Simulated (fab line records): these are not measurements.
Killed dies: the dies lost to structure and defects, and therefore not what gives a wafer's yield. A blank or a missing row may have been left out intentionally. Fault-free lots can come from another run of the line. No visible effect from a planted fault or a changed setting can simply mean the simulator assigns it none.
Split-lot study + flow n5_finfet + 21 wafers read across 7 lots, on a route 1938 steps long

ON THE SPLIT
At N5_BEOL_M3_TRENCH_ETCH_37 (etches SiOC in C4F6/O2, target depth 55.555 nm, time 29.2 s), the setting source_w was moved away from the recipe's 355 W on 8 of the 21 wafers read, by -17.0% to +11.0%. All remaining wafers had this setting at the recipe value.

The reading is taken at the split's own step.

THE READING
rf_vpp_V, in V, at N5_BEOL_M3_TRENCH_ETCH_37 (etches SiOC in C4F6/O2, target depth 55.555 nm, time 29.2 s). Typical for fault-free wafers on this fab line: 654 V, with standard deviation 13 V.

| wafer  | tool, chamber at the split | source_w as run, W | against the recipe | rf_vpp_V, V | against lot-mates on the recipe |
|--------|----------------------------|--------------------|--------------------|-------------|---------------------------------|
| L077.1 | rie_diel-03, 0             | 331.4              | -6.6%              | 672         | +24                             |
| L077.5 | rie_diel-03, 0             | 355                | recipe             | 648         | -                               |
| L077.6 | rie_diel-03, 1             | 331.4              | -6.6%              | 670         | +22                             |
| L080.1 | rie_diel-06, 3             | 355                | recipe             | 655         | -                               |
| L080.3 | rie_diel-06, 2             | 355                | recipe             | 649         | -                               |
| L080.6 | rie_diel-06, 2             | 355                | recipe             | 649         | -                               |
| L081.1 | rie_diel-02, 0             | 297                | -16.3%             | 731         | +68                             |
| L081.2 | rie_diel-02, 3             | 355                | recipe             | 681         | -                               |
| L081.5 | rie_diel-02, 2             | 355                | recipe             | 645         | -                               |
| L082.2 | rie_diel-02, 1             | 355                | recipe             | 636         | -                               |
| L082.3 | rie_diel-02, 2             | 355                | recipe             | 642         | -                               |
| L082.4 | rie_diel-02, 3             | 294.8              | -17.0%             | 747         | +108                            |
| L086.2 | rie_diel-03, 1             | 355                | recipe             | 646         | -                               |
| L086.5 | rie_diel-03, 2             | 394                | +11.0%             | 630         | -16                             |
| L086.6 | rie_diel-03, 1             | 394                | +11.0%             | 614         | -32                             |
| L091.3 | rie_diel-06, 1             | 355                | recipe             | 647         | -                               |
| L091.4 | rie_diel-06, 3             | 355                | recipe             | 654         | -                               |
| L091.6 | rie_diel-06, 1             | 355                | recipe             | 648         | -                               |
| L093.2 | rie_diel-02, 3             | 373.1              | +5.1%              | 662         | -3                              |
| L093.3 | rie_diel-02, 2             | 373.1              | +5.1%              | 627         | -38                             |
| L093.5 | rie_diel-02, 0             | 355                | recipe             | 665         | -                               |

FIT RESULTS
A straight line over all 21 wafers: rf_vpp_V changes by -4.11 V for each +1% of source_w; r = -0.90; the points scatter about the line by 14 V.
The same after taking each lot's own level away (the mean of its wafers on the recipe; 21 wafers): -4.2 V for each +1%; r = -0.91; scatter 14 V.
Per that fit: largest source_w move, reading shift of 71 V.
Measured against the standard deviation above, the lots' own levels, which go from 639.0 to 665.0 V, span 2.0 times it.
Hence the lot-to-lot level has little effect on the slope; both slopes agree.
Check: for one of the wafers moved furthest among these (-17.0%), held out of the fit, the line's prediction against its lot-mates is +58.1 V. Against them it came out at +108 V.
Tool readings at the split's step, against how far the setting was moved: rf_vpp_V r = -0.90.

THE OTHER SPLITS THESE WAFERS WENT THROUGH
Note: prior to the reading, these wafers also went through further splits. Each is held against what the fit with the lots' levels taken away leaves over:
| other split on the same wafers | wafers away from the commonest value | r with rf_vpp_V (lot level and that fit taken away) |
|--------------------------------|--------------------------------------|-----------------------------------------------------|
| N5_BEOL_M0_ETCH_138 bias_w     | 8                                    | +0.02                                               |
| N5_BEOL_M1_COAT_61 spin_rpm    | 8                                    | -0.15                                               |
| N5_BEOL_M1_COAT_62 spin_rpm    | 6                                    | +0.00                                               |
| N5_BEOL_M2_EXPOSE_08 dose_mj   | 7                                    | +0.12                                               |
| N5_BEOL_M2_DESCUM_16 time_s    | 4                                    | +0.45                                               |
| N5_BEOL_M3_VIA_ETCH_34 time_s  | 4                                    | -0.17                                               |

THE FILE'S OWN FIT
rf_vpp_V changes by -4.66 V for each +1% of source_w, r = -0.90.
